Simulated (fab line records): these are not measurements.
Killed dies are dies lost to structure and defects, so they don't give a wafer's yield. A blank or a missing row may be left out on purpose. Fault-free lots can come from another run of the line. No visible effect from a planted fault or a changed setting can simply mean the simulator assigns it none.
A struck lot beside a sound one | flow n5Finfet | 26 out of 1938 route steps
Sound: the wafers L780.1, L780.3, L780.6. Struck: wafers L789.3, L789.4, L789.5. At the end, the cause is stated.
At each step with rows: each side's tool, then ch and its chambers, then its first start. Under that, the readings that differ: sound wafers | struck wafers | difference of the means | sigmas: that difference in standard deviations of wafers without a fault.
alike: a reading whose means differ by less than 2 such deviations, as well as words and numbers matching on both sides. not compared: withheld readings; readings where some wafer has no value; bounds like >300 that might hide an equal value; numbers whose values overlap and for which the record gives no deviation.
Wherever a step has rows on one side only, a row that says differs or no value, or a row with sigmas, the two part there. Non-overlapping numbers with no deviation appear without sigmas and do not part them. Lack of a reading on every wafer of one side parts them only where that side has two or more wafers.

first, 10 steps without rows for these wafers: N5_BEOL_M2_DESCUM_16 (chemistry O2, time 7 s); N5_BEOL_M2_ETCH_74 (etches underlayer in N2/H2, target depth 6.5 nm, time 5.2 s); N5_BEOL_M2_ETCH_63 (etches SiARC in CF4, target depth 15.6 nm, time 26 s); N5_BEOL_M2_ETCH_64 (etches SOC in N2/H2, target depth 75 nm, overetch 22.5 nm, time 121.9 s); N5_BEOL_M2_STRIP_65 (strips in N2/H2); N5_BEOL_M2_STRIP_75 (strips in N2/H2); N5_BEOL_M2_STRIP_66 (strips in CF4); N5_BEOL_M2_HM_OPEN_17 (chemistry Cl2/BCl3, target TiN, target depth 20 nm, overetch 6 nm); N5_BEOL_M2_STRIP_19 (strips in O2); N5_BEOL_M2_COAT_67 (time 60 s, resist thk 60 nm).
N5_BEOL_M2_COAT_68: time 60 s, resist thk 12 nm.
  sound on lithoTrack-04 ch 0, day 8 23:12; struck on lithoTrack-04 ch 0, day 10 16:40
reading                                   | sound                | struck               | difference | sigmas
spinSpeedRpm (rpm)                        | 1499.8 1500.1 1497.6 | 1591.1 1590.2 1591.0 | +91.6      | +95
model.SiARC_of_BEOL_M2_COAT_68.thkNm (nm) | 12 12 12             | 11.6 11.6 11.6       | -0.4       | 
then, 9 steps without rows for these wafers: N5_BEOL_M2_COAT_76 (time 60 s, resist thk 5 nm); N5_BEOL_M2_COAT_22 (resist thk 30 nm); N5_BEOL_M2_EBR_24; N5_BEOL_M2_SOFTBAKE_23 (time 60 s); N5_BEOL_M2_EXPOSE_25 (exposes mask V1, defocus 5 nm); N5_BEOL_M2_PEB_26 (peb time 60 s); N5_BEOL_M2_DEVELOP_27 (develop time 30 s); N5_BEOL_M2_DESCUM_33 (chemistry O2, time 7 s); N5_BEOL_M2_ETCH_77 (etches underlayer in N2/H2, target depth 6.5 nm, time 5.2 s).
N5_BEOL_M2_ETCH_69: etches SiARC in CF4, target depth 15.6 nm, time 26 s.
  sound on rieDiel-03 ch 0,1,2, day 8 23:40; struck on rieDiel-01 ch 0,1,3, day 10 17:14
reading                 | sound             | struck            | difference | sigmas
model.etch.depthNm (nm) | 12.04 12.05 12.02 | 11.65 11.63 11.65 | -0.39      | 
  alike: drypumpMotorCurrentA, etchRfOnTimeS, oesProductAu, rfVppV, showerheadPlenumPTorr, throttleValvePct
  not compared: rfHoursCounterH
then, 1 step without rows for these wafers: N5_BEOL_M2_ALD_98 (deposits SiO2, target thk 2.5 nm, pulse time 1 s, co reactant pulse time 1 s).
N5_BEOL_M2_ETCHBACK_99: etches SiO2 in CHF3, target depth 5 nm, time 10.4 s.
  sound on rieDiel-03 ch 0,1, day 9 00:34; struck on rieDiel-03 ch 0,2, day 12 01:34
reading                                     | sound          | struck       | difference | sigmas
model.CAR-EUV_of_BEOL_M2_COAT_22.thkNm (nm) | 10.4 10.2 10.2 | 10.8 11 10.8 | +0.6       | 
  alike: drypumpMotorCurrentA, oesProductAu, rfVppV, showerheadPlenumPTorr, throttleValvePct
  not compared: rfHoursCounterH
then, 1 step without rows for these wafers: N5_BEOL_M2_ETCH_70 (etches SOC in N2/H2, target depth 80 nm, overetch 24 nm, time 130 s).
-- here the record skips 3 days between the struck wafers' starts before and after, leaving off in module BEOL_M2 and picking up in module BEOL_M4 (first step shown: number 1111 of the route) --
N5_BEOL_M4_RC_MEAS_101:
  sound on prober-02 ch 0, day 12 16:43; struck on prober-02 ch 0, day 15 09:07
  alike: DIBL_N, DIBL_P, IOFF_N, IOFF_P, ION_N, ION_P, SS_N, SS_P, VT_N, VT_P
N5_PASSIVATION_PROBE_49:
  sound wafers here have rows in the record (prober-01, day 16 16:52); struck ones have none

## WHERE THEY PART
Earliest at N5_BEOL_M2_COAT_68; latest, in this record, at N5_PASSIVATION_PROBE_49.

WHY: what had been put in by the simulator
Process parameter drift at N5_BEOL_M2_COAT_68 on lithoTrack-04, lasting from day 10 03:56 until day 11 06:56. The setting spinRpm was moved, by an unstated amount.
